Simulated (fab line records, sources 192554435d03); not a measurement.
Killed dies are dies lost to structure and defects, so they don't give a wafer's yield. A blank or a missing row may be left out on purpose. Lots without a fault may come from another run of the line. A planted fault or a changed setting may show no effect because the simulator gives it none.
Split-lot experiment | flow n5_finfet | 7 lots, 39 wafers read, on a route of 1938 steps

THE SPLIT
At N5_FIN_SAQP_PECVD_06 (deposits a-Si from SiH4/He, target thk 60 nm, time 48.1 s), the setting time_s was moved away from the recipe's 48.1 s on 15 of the 39 wafers read, by -49.1% to +56.5%. The other wafers ran this setting at the recipe's value.

FROM THE SPLIT TO THE READING: what the file shows between them, 5 steps
- N5_FIN_SAQP_THK_MEAS_07
- N5_FIN_SAQP_HM_DEP_72: deposits SiO2 from SiH4/N2O, target thk 12 nm, time 7.2 s
- N5_FIN_SAQP_COAT_49: time 60 s, resist thk 100 nm
- N5_FIN_SAQP_HM_OPEN_73: chemistry CHF3/O2, target SiO2, stops on a-Si, target depth 12 nm, time 16.8 s
- N5_FIN_SAQP_STRIP_74: strips in CHF3/O2

THE READING
oes_product_au, in a.u., at N5_FIN_SAQP_MANDREL_ETCH_22 (etches a-Si in HBr/Cl2, stops on SiNx, target depth 60 nm, bt time 10 s, time 30 s). Fault-free wafers of this fab line usually give 0.761 a.u., standard deviation 0.014 a.u..

wafer  | tool, chamber at the split | time_s as run, s | against the recipe | oes_product_au, a.u. | against lot-mates on the recipe
L075.1 | pecvd-04, 1                | 27.78            | -42.2%             | 0.567                | -0.178
L075.2 | pecvd-04, 0                | 27.78            | -42.2%             | 0.572                | -0.173
L075.3 | pecvd-04, 2                | 48.1             | recipe             | 0.740                | -
L075.4 | pecvd-04, 2                | 48.1             | recipe             | 0.751                | -
L075.5 | pecvd-04, 0                | 48.1             | recipe             | 0.745                | -
L075.6 | pecvd-04, 1                | 27.78            | -42.2%             | 0.559                | -0.186
L076.1 | pecvd-03, 2                | 48.1             | recipe             | 0.777                | -
L076.2 | pecvd-03, 1                | 48.1             | recipe             | 0.762                | -
L076.3 | pecvd-03, 0                | 40.82            | -15.1%             | 0.677                | -0.093
L076.4 | pecvd-03, 1                | 48.1             | recipe             | 0.772                | -
L076.5 | pecvd-03, 0                | 40.82            | -15.1%             | 0.685                | -0.085
L076.6 | pecvd-03, 2                | 40.82            | -15.1%             | 0.718                | -0.052
L079.4 | pecvd-02, 2                | 48.1             | recipe             | 0.731                | -
L079.5 | pecvd-02, 1                | 48.1             | recipe             | 0.761                | -
L079.6 | pecvd-02, 0                | 48.1             | recipe             | 0.767                | -
L086.1 | pecvd-02, 2                | 75.26            | +56.5%             | 0.984                | +0.221
L086.2 | pecvd-02, 0                | 75.26            | +56.5%             | 0.980                | +0.217
L086.3 | pecvd-02, 1                | 48.1             | recipe             | 0.753                | -
L086.4 | pecvd-02, 1                | 75.26            | +56.5%             | 1.000                | +0.237
L086.5 | pecvd-02, 2                | 48.1             | recipe             | 0.771                | -
L086.6 | pecvd-02, 0                | 48.1             | recipe             | 0.764                | -
L088.1 | pecvd-02, 0                | 48.1             | recipe             | 0.757                | -
L088.2 | pecvd-02, 1                | 25.32            | -47.4%             | 0.547                | -0.213
L088.3 | pecvd-02, 2                | 48.1             | recipe             | 0.780                | -
L088.4 | pecvd-02, 1                | 48.1             | recipe             | 0.743                | -
L088.5 | pecvd-02, 0                | 25.32            | -47.4%             | 0.545                | -0.215
L088.6 | pecvd-02, 2                | 25.32            | -47.4%             | 0.535                | -0.225
L092.1 | pecvd-03, 0                | 48.1             | recipe             | 0.758                | -
L092.2 | pecvd-03, 2                | 48.1             | recipe             | 0.741                | -
L092.3 | pecvd-03, 1                | 48.1             | recipe             | 0.758                | -
L092.4 | pecvd-03, 1                | 48.1             | recipe             | 0.749                | -
L092.5 | pecvd-03, 2                | 48.1             | recipe             | 0.756                | -
L092.6 | pecvd-03, 0                | 48.1             | recipe             | 0.769                | -
L096.1 | pecvd-03, 2                | 48.1             | recipe             | 0.758                | -
L096.2 | pecvd-03, 0                | 24.5             | -49.1%             | 0.532                | -0.225
L096.3 | pecvd-03, 1                | 24.5             | -49.1%             | 0.542                | -0.215
L096.4 | pecvd-03, 1                | 24.5             | -49.1%             | 0.521                | -0.236
L096.5 | pecvd-03, 2                | 48.1             | recipe             | 0.774                | -
L096.6 | pecvd-03, 0                | 48.1             | recipe             | 0.740                | -

THE FIT
A straight line over all 39 wafers: oes_product_au changes by +0.00437 a.u. for each +1% of time_s; r = +0.99; the points scatter about the line by 0.013 a.u..
The same after taking each lot's own level away (the mean of its wafers on the recipe; 39 wafers): +0.00431 a.u. for each +1%; r = +0.99; scatter 0.013 a.u..
On that fit, the largest move of time_s shifts the reading by 0.24 a.u..
The lots' own levels span 0.7453 to 0.7703 a.u., that is 1.8 times the standard deviation above.
So the lot-to-lot level changes the slope little: the two slopes agree.
Check: with one of the wafers moved furthest among these (+56.5%) left out of the fit, the line predicts +0.243 a.u. for it against its lot-mates. It came out at +0.221 a.u. against them.

OTHER SPLITS ON THESE WAFERS
These wafers also went through other splits before the reading. Each is held against what the fit with the lots' levels taken away leaves over:
other split on the same wafers | wafers away from the commonest value | r with oes_product_au (lot level and that fit taken away)
N5_FIN_SAQP_ALD_61 ald_cycles  | 15                                   | -0.15

THE WHOLE CHAIN: every reading that the file lists as answering this split, in the file's order
step                        | what it does                                                                       | reading                                                                           | change (the file's fit)                                                         | r (the file's)
N5_FIN_SAQP_PECVD_06        | deposits a-Si from SiH4/He, target thk 60 nm, time 48.1 s                          | a-Si_of_FIN_SAQP_PECVD_06.thk_nm (the simulator's own value, which no gauge read) | +0.61 nm for each +1% of the setting                                            | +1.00
N5_FIN_SAQP_THK_MEAS_07     |                                                                                    | thk_nm                                                                            | withheld for each +1% of the setting                                            | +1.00
N5_FIN_SAQP_MANDREL_ETCH_22 | etches a-Si in HBr/Cl2, stops on SiNx, target depth 60 nm, bt time 10 s, time 30 s | oes_product_au                                                                    | +0.00435 a.u. for each +1% of the setting                                       | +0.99
N5_FIN_SAQP_MANDREL_ETCH_22 | etches a-Si in HBr/Cl2, stops on SiNx, target depth 60 nm, bt time 10 s, time 30 s | etch.depth_nm (the simulator's own value, which no gauge read)                    | +0.586 nm for each +1% of the setting                                           | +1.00
N5_FIN_SAQP_INSPECT_40      | inspects for defects (brightfield)                                                 | raw_defect_count                                                                  | not straight: 214 at the lowest setting, 199 at the recipe, 1762 at the highest | not given

THE FILE'S OWN FIT
oes_product_au changes by +0.00435 a.u. for each +1% of time_s, r = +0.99.
